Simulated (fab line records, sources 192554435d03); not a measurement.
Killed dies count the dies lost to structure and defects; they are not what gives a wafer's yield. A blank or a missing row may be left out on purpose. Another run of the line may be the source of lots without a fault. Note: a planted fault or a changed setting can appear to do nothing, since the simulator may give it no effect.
The tool behind it: which one?	flow n5Finfet	24 lots with 72 wafers sampled at 6 steps, on a route of 1938 steps

WHAT THE GAUGES SHOWED, per wafer
N5_BEOL_M0_SAQP_CD_MEAS_29 targets a cd of 14.4 nm.
lot	measured	on	cdNm (nm)
L074	day 5 19:01	cdSem-02	14.71 15.27 15.13
L075	day 5 22:25	cdSem-02	15.05 14.73 15.14
L077	day 6 06:26	cdSem-02	14.82 15.13 14.97
L078	day 6 18:35	cdSem-02	15.09 14.96 15.37
L079	day 6 23:23	cdSem-01	15.02 15.05 15.58
L080	day 7 03:16	cdSem-03	14.36 15.16 14.99
L081	day 7 09:55	cdSem-02	15.10 14.55 14.67
L082	day 7 16:49	cdSem-02	14.99 15.03 15.13
L083	day 7 22:01	cdSem-02	15.08 15.08 15.19
L084	day 8 05:55	cdSem-03	14.97 14.64 14.85
L085	day 8 11:40	cdSem-02	15.31 14.99 15.35
L086	day 8 14:06	cdSem-01	14.85 15.37 15.15
L087	day 8 19:49	cdSem-01	14.82 15.15 15.08
L088	day 9 00:20	cdSem-03	15.43 15.30 15.04
L089	day 9 05:34	cdSem-03	14.95 15.08 15.54
L090	day 9 15:34	cdSem-01	14.83 15.02 14.97
L091	day 9 19:41	cdSem-02	15.31 14.84 14.64
L092	day 10 03:02	cdSem-01	15.11 15.03 15.11
L093	day 10 12:29	cdSem-03	15.47 14.77 14.93
L076	day 10 15:37	cdSem-03	15.06 14.89 15.26
L094	day 10 19:48	cdSem-03	14.98 14.67 14.87
L095	day 11 05:01	cdSem-02	15.20 15.06 15.50
L097	day 11 08:53	cdSem-01	15.16 14.72 14.95
L096	day 11 13:11	cdSem-01	15.46 15.09 14.75

EACH LOT AND THE TOOL THAT RAN IT (in order: tool; ch and the chambers of the sampled wafers; start)
lot	N5_MOL_CONTACT_COAG_STRIP_96	N5_BEOL_M0_SAQP_ILD_DEP_01	N5_BEOL_M0_SAQP_HM_DEP_02	N5_BEOL_M0_SAQP_PECVD_04	N5_BEOL_M0_SAQP_SPACER1_ETCHBACK_99
L074	rieDiel-03 ch 0,1, day 5 08:25	pecvd-02 ch 0,2, day 5 14:33	pvdSputter-02, day 5 14:55	pecvd-03 ch 1,2, day 5 15:09	rieDiel-04 ch 0,1,3, day 5 17:04
L075	rieDiel-06 ch 1,3, day 5 11:04	pecvd-03 ch 0,1, day 5 17:34	pvdSputter-02, day 5 18:02	pecvd-03 ch 0,2, day 5 18:16	rieDiel-05 ch 0,1,2, day 5 20:26
L077	rieDiel-01 ch 1,2,3, day 5 19:32	pecvd-02 ch 0,1,2, day 6 01:24	pvdSputter-02, day 6 02:13	pecvd-04 ch 0,1, day 6 02:26	rieDiel-05 ch 0,2,3, day 6 04:28
L078	rieDiel-06 ch 0,2,3, day 6 07:17	pecvd-04 ch 0,1, day 6 13:13	pvdSputter-01, day 6 14:25	pecvd-03 ch 1,2, day 6 14:39	rieDiel-04 ch 0,1, day 6 16:35
L079	rieDiel-03 ch 0,2, day 6 11:25	pecvd-04 ch 0,1, day 6 17:16	pvdSputter-03, day 6 18:16	pecvd-04 ch 0,1,2, day 6 18:30	rieDiel-04 ch 0,3, day 6 21:25
L080	rieDiel-01 ch 0,1,3, day 6 15:22	pecvd-03 ch 0,1, day 6 21:04	pvdSputter-02, day 6 21:46	pecvd-02 ch 0,2, day 6 22:04	rieDiel-02 ch 0,2,3, day 7 00:19
L081	rieDiel-06 ch 0,2,3, day 6 22:37	pecvd-04 ch 0,1, day 7 05:07	pvdSputter-01, day 7 05:32	pecvd-02 ch 0,2, day 7 05:52	rieDiel-02 ch 0,2,3, day 7 07:57
L082	rieDiel-06 ch 0,1, day 7 05:17	pecvd-04 ch 0,1, day 7 11:24	pvdSputter-03, day 7 12:11	pecvd-03 ch 0,1,2, day 7 12:26	rieDiel-05 ch 0,2, day 7 14:51
L083	rieDiel-06 ch 0,3, day 7 08:20	pecvd-03 ch 0,1,2, day 7 14:22	pvdSputter-02, day 7 16:16	pecvd-03 ch 0,1, day 7 16:30	rieDiel-05 ch 2,3, day 7 18:40
L084	rieDiel-01 ch 0,1, day 7 16:21	pecvd-02 ch 0,1,2, day 7 22:56	pvdSputter-02, day 8 01:37	pecvd-03 ch 0,2, day 8 01:52	rieDiel-02 ch 1,2,3, day 8 03:55
L085	rieDiel-01 ch 0,1,2, day 7 23:46	pecvd-04 ch 0,2, day 8 05:33	pvdSputter-01, day 8 06:56	pecvd-03 ch 0,2, day 8 07:10	rieDiel-02 ch 2,3, day 8 09:13
L086	rieDiel-06 ch 0,2,3, day 8 01:45	pecvd-04 ch 0,1,2, day 8 08:32	pvdSputter-02, day 8 09:04	pecvd-02 ch 0,1,2, day 8 09:18	rieDiel-02 ch 1,2,3, day 8 11:32
L087	rieDiel-06 ch 1,3, day 8 06:46	pecvd-02 ch 1,2, day 8 12:58	pvdSputter-02, day 8 13:26	pecvd-03 ch 0,1, day 8 13:40	rieDiel-02 ch 0,2,3, day 8 16:50
L088	rieDiel-01 ch 0,1, day 8 11:56	pecvd-02 ch 0,1,2, day 8 18:13	pvdSputter-01, day 8 19:53	pecvd-03 ch 0,1, day 8 20:08	rieDiel-04 ch 1,3, day 8 22:22
L089	rieDiel-01 ch 0,2,3, day 8 18:47	pecvd-04 ch 0,1,2, day 9 00:47	pvdSputter-03, day 9 01:14	pecvd-02 ch 1,2, day 9 01:28	rieDiel-05 ch 1,3, day 9 03:31
L090	rieDiel-03 ch 1,2,3, day 9 03:20	pecvd-04 ch 0,1, day 9 09:10	pvdSputter-03, day 9 09:57	pecvd-03 ch 0,2, day 9 10:11	rieDiel-04 ch 2,3, day 9 13:04
L091	rieDiel-03 ch 1,3, day 9 09:03	pecvd-03 ch 0,1, day 9 14:53	pvdSputter-03, day 9 15:04	pecvd-02 ch 1,2, day 9 15:18	rieDiel-02 ch 0,2,3, day 9 17:41
L092	rieDiel-01 ch 1,2, day 9 14:16	pecvd-02 ch 1,2, day 9 22:13	pvdSputter-01, day 9 22:38	pecvd-04 ch 1,2, day 9 22:52	rieDiel-04 ch 2,3, day 10 01:04
L093	rieDiel-06 ch 1,2, day 10 02:03	pecvd-03 ch 0,1, day 10 08:05	pvdSputter-02, day 10 08:17	pecvd-04 ch 1,2, day 10 08:31	rieDiel-04 ch 0,2,3, day 10 10:31
L076	rieDiel-01 ch 0,1, day 10 03:39	pecvd-02 ch 1,2, day 10 11:04	pvdSputter-03, day 10 11:16	pecvd-03 ch 0,1, day 10 11:33	rieDiel-02 ch 1,2,3, day 10 13:38
L094	rieDiel-01 ch 0,1,3, day 10 08:38	pecvd-04 ch 0,1,2, day 10 14:25	pvdSputter-03, day 10 14:53	pecvd-04 ch 0,1,2, day 10 15:10	rieDiel-02 ch 1,2, day 10 17:46
L095	rieDiel-01 ch 1,2,3, day 10 15:25	pecvd-04 ch 0,1, day 10 22:10	pvdSputter-01, day 11 00:07	pecvd-04 ch 1,2, day 11 00:21	rieDiel-05 ch 0,3, day 11 02:25
L097	rieDiel-03 ch 1,2, day 10 21:13	pecvd-02 ch 0,1,2, day 11 03:19	pvdSputter-01, day 11 04:17	pecvd-02 ch 0,1, day 11 04:32	rieDiel-04 ch 2,3, day 11 06:34
L096	rieDiel-03 ch 0,2,3, day 11 00:14	pecvd-03 ch 0,1, day 11 07:26	pvdSputter-02, day 11 08:10	pecvd-03 ch 1,2, day 11 08:25	rieDiel-04 ch 0,2, day 11 11:09
- N5_MOL_CONTACT_COAG_STRIP_96: strips in N2/H2.
- N5_BEOL_M0_SAQP_ILD_DEP_01: deposits SiOC from DEMS/O2, target thk 45.419 nm, time 8.7 s.
- N5_BEOL_M0_SAQP_HM_DEP_02: deposits TiN, target thk 12 nm.
- N5_BEOL_M0_SAQP_PECVD_04: deposits a-Si from SiH4/He, target thk 60 nm, time 60.2 s.
- N5_BEOL_M0_SAQP_SPACER1_ETCHBACK_99: etches SiO2 in CHF3/O2, target depth 15.4 nm, time 7.7 s.

WHAT THE TOOLS THEMSELVES READ (means of the sampled wafers that have a number; where no wafer has one, the mark that the record gives instead)
N5_MOL_CONTACT_COAG_STRIP_96.
lot	tool	drypumpMotorCurrentA (A)	oesProductAu (a.u.)	rfVppV (V)	showerheadPlenumPTorr (Torr)	throttleValvePct (%)
L074	rieDiel-03	5.46	0.74	122.6	3.40	18.7
L075	rieDiel-06	5.46	0.72	123.0	3.47	19.4
L077	rieDiel-01	5.55	0.80	122.2	3.43	19.2
L078	rieDiel-06	5.52	0.80	121.4	3.39	19.0
L079	rieDiel-03	5.95	0.73	122.1	3.35	18.6
L080	rieDiel-01	5.56	0.85	123.1	3.46	18.8
L081	rieDiel-06	5.52	0.80	121.9	3.39	19.0
L082	rieDiel-06	5.82	0.80	121.5	3.32	18.6
L083	rieDiel-06	5.66	0.80	121.6	3.34	18.9
L084	rieDiel-01	5.66	0.83	123.9	3.55	18.8
L085	rieDiel-01	5.65	0.76	122.5	3.51	19.2
L086	rieDiel-06	5.52	0.79	122.3	3.38	19.0
L087	rieDiel-06	5.49	0.70	122.8	3.45	19.5
L088	rieDiel-01	5.65	0.82	122.5	3.54	18.8
L089	rieDiel-01	5.65	0.81	122.0	3.44	19.1
L090	rieDiel-03	5.73	0.74	121.5	3.35	18.8
L091	rieDiel-03	5.37	0.75	120.6	3.36	19.0
L092	rieDiel-01	5.64	0.70	123.6	3.47	19.5
L093	rieDiel-06	5.57	0.76	122.8	3.40	18.9
L076	rieDiel-01	5.57	0.77	122.5	3.51	18.9
L094	rieDiel-01	5.59	0.82	122.4	3.44	18.9
L095	rieDiel-01	5.56	0.75	121.3	3.41	19.3
L097	rieDiel-03	6.13	0.72	122.0	3.32	18.6
L096	rieDiel-03	5.59	0.78	122.1	3.35	18.7

N5_BEOL_M0_SAQP_ILD_DEP_01.
lot	tool	heaterPowerOuterW (W)	heaterPowerW (W)	showerheadPlenumPTorr (Torr)	throttleValvePct (%)
L074	pecvd-02	224	429	5.682	11.4
L075	pecvd-03	203	440	5.683	11.8
L077	pecvd-02	237	459	5.682	11.6
L078	pecvd-04	316	601	5.700	11.6
L079	pecvd-04	247	506	5.696	11.6
L080	pecvd-03	212	454	5.695	11.8
L081	pecvd-04	300	581	5.689	12.0
L082	pecvd-04	289	572	5.692	11.8
L083	pecvd-03	241	469	5.680	11.6
L084	pecvd-02	254	477	5.693	11.6
L085	pecvd-04	263	528	5.682	11.6
L086	pecvd-04	272	522	5.687	11.4
L087	pecvd-02	211	432	5.693	11.6
L088	pecvd-02	252	469	5.683	11.4
L089	pecvd-04	273	520	5.699	11.6
L090	pecvd-04	278	557	5.702	11.8
L091	pecvd-03	227	477	5.686	11.8
L092	pecvd-02	198	407	5.695	11.6
L093	pecvd-03	252	484	5.693	12.2
L076	pecvd-02	219	441	5.686	11.9
L094	pecvd-04	277	533	5.689	11.4
L095	pecvd-04	267	539	5.700	11.7
L097	pecvd-02	253	484	5.690	11.7
L096	pecvd-03	246	470	5.684	12.1

N5_BEOL_M0_SAQP_HM_DEP_02.
lot	tool	throttleValvePct (%)
L074	pvdSputter-02	29.8
L075	pvdSputter-02	30.3
L077	pvdSputter-02	30.4
L078	pvdSputter-01	30.1
L079	pvdSputter-03	30.0
L080	pvdSputter-02	30.2
L081	pvdSputter-01	30.8
L082	pvdSputter-03	27.9
L083	pvdSputter-02	30.4
L084	pvdSputter-02	30.3
L085	pvdSputter-01	28.9
L086	pvdSputter-02	30.3
L087	pvdSputter-02	29.7
L088	pvdSputter-01	29.8
L089	pvdSputter-03	27.9
L090	pvdSputter-03	28.7
L091	pvdSputter-03	28.3
L092	pvdSputter-01	30.7
L093	pvdSputter-02	29.7
L076	pvdSputter-03	28.2
L094	pvdSputter-03	28.6
L095	pvdSputter-01	30.9
L097	pvdSputter-01	30.8
L096	pvdSputter-02	29.6

N5_BEOL_M0_SAQP_PECVD_04.
lot	tool	heaterPowerOuterW (W)	heaterPowerW (W)	showerheadPlenumPTorr (Torr)	throttleValvePct (%)
L074	pecvd-03	329	611	5.645	17.3
L075	pecvd-03	376	627	5.633	18.0
L077	pecvd-04	378	675	5.667	17.6
L078	pecvd-03	328	603	5.643	17.5
L079	pecvd-04	423	708	5.659	17.9
L080	pecvd-02	361	602	5.655	17.0
L081	pecvd-02	383	632	5.652	17.0
L082	pecvd-03	342	617	5.646	17.8
L083	pecvd-03	331	620	5.653	17.9
L084	pecvd-03	380	640	5.624	17.6
L085	pecvd-03	347	597	5.621	17.7
L086	pecvd-02	342	593	5.661	17.7
L087	pecvd-03	321	598	5.654	17.8
L088	pecvd-03	331	615	5.654	18.0
L089	pecvd-02	287	524	5.649	17.6
L090	pecvd-03	376	642	5.637	18.1
L091	pecvd-02	319	565	5.659	17.8
L092	pecvd-04	411	700	5.666	17.1
L093	pecvd-04	350	614	5.654	17.1
L076	pecvd-03	328	603	5.650	17.9
L094	pecvd-04	374	656	5.666	17.6
L095	pecvd-04	417	710	5.667	17.1
L097	pecvd-02	340	595	5.650	18.3
L096	pecvd-03	335	613	5.640	16.9

N5_BEOL_M0_SAQP_SPACER1_ETCHBACK_99.
lot	tool	drypumpMotorCurrentA (A)	oes_f_703_au (a.u.)	oes_o_777_au (a.u.)	oesProductAu (a.u.)	rfVppV (V)	showerheadPlenumPTorr (Torr)	throttleValvePct (%)
L074	rieDiel-04	5.3	0.73	0.74	0.74	537	2.47	18.94
L075	rieDiel-05	5.6	0.76	0.77	0.76	522	2.40	19.13
L077	rieDiel-05	5.4	0.74	0.73	0.73	522	2.37	19.15
L078	rieDiel-04	5.3	0.74	0.77	0.75	539	2.51	18.80
L079	rieDiel-04	5.4	0.71	0.71	0.70	536	2.42	19.03
L080	rieDiel-02	5.7	0.83	0.83	0.83	528	2.52	18.95
L081	rieDiel-02	5.7	0.82	0.82	0.83	528	2.52	18.96
L082	rieDiel-05	5.2	0.70	0.71	0.70	525	2.42	19.33
L083	rieDiel-05	5.4	0.75	0.75	0.75	518	2.32	19.00
L084	rieDiel-02	5.8	0.85	0.84	0.86	529	2.52	19.02
L085	rieDiel-02	5.7	0.87	0.86	0.87	528	2.56	18.91
L086	rieDiel-02	5.8	0.85	0.84	0.85	530	2.52	19.02
L087	rieDiel-02	5.6	0.81	0.81	0.82	528	2.51	18.97
L088	rieDiel-04	5.3	0.70	0.69	0.69	533	2.42	19.11
L089	rieDiel-05	5.7	0.76	0.76	0.77	528	2.36	18.99
L090	rieDiel-04	5.2	0.75	0.74	0.76	533	2.40	19.15
L091	rieDiel-02	5.7	0.80	0.80	0.82	528	2.51	18.99
L092	rieDiel-04	5.1	0.81	0.81	0.83	536	2.43	19.09
L093	rieDiel-04	5.3	0.75	0.76	0.77	536	2.44	19.03
L076	rieDiel-02	5.8	0.83	0.82	0.84	530	2.51	19.03
L094	rieDiel-02	5.8	0.77	0.77	0.79	540	2.48	19.06
L095	rieDiel-05	5.2	0.79	0.79	0.80	530	2.37	19.06
L097	rieDiel-04	5.3	0.73	0.73	0.73	534	2.40	19.17
L096	rieDiel-04	5.3	0.77	0.78	0.78	540	2.48	18.89

THE ANSWER, worked out from the rows above alone
Rule: what is usual is taken from the lots themselves. The widest of any qualifying gaps counts: lots, ordered by their means at a reading, are off when they make up no more than a third of the lots, leave a main group of 4 or more, and stand apart from it by 3 or more times the standard deviation of that group's means. Not used: any main group whose means are identical at the precision the tables above print for the reading. Also off: a lot with no number at a reading for which 4 or more lots have one. All remaining lots with rows at the step are treated as sound. The gauges are gone through in route order, then the tools' own readings, and for those a lot's mean is taken as printed above. The first step at which some lot is off is used, and at that step the reading that is off furthest; a lot without a number counts as furthest.
Across all readings shown, no lot is off: no conclusion can be drawn from this.

WHAT HAD BEEN PUT IN BY THE SIMULATOR
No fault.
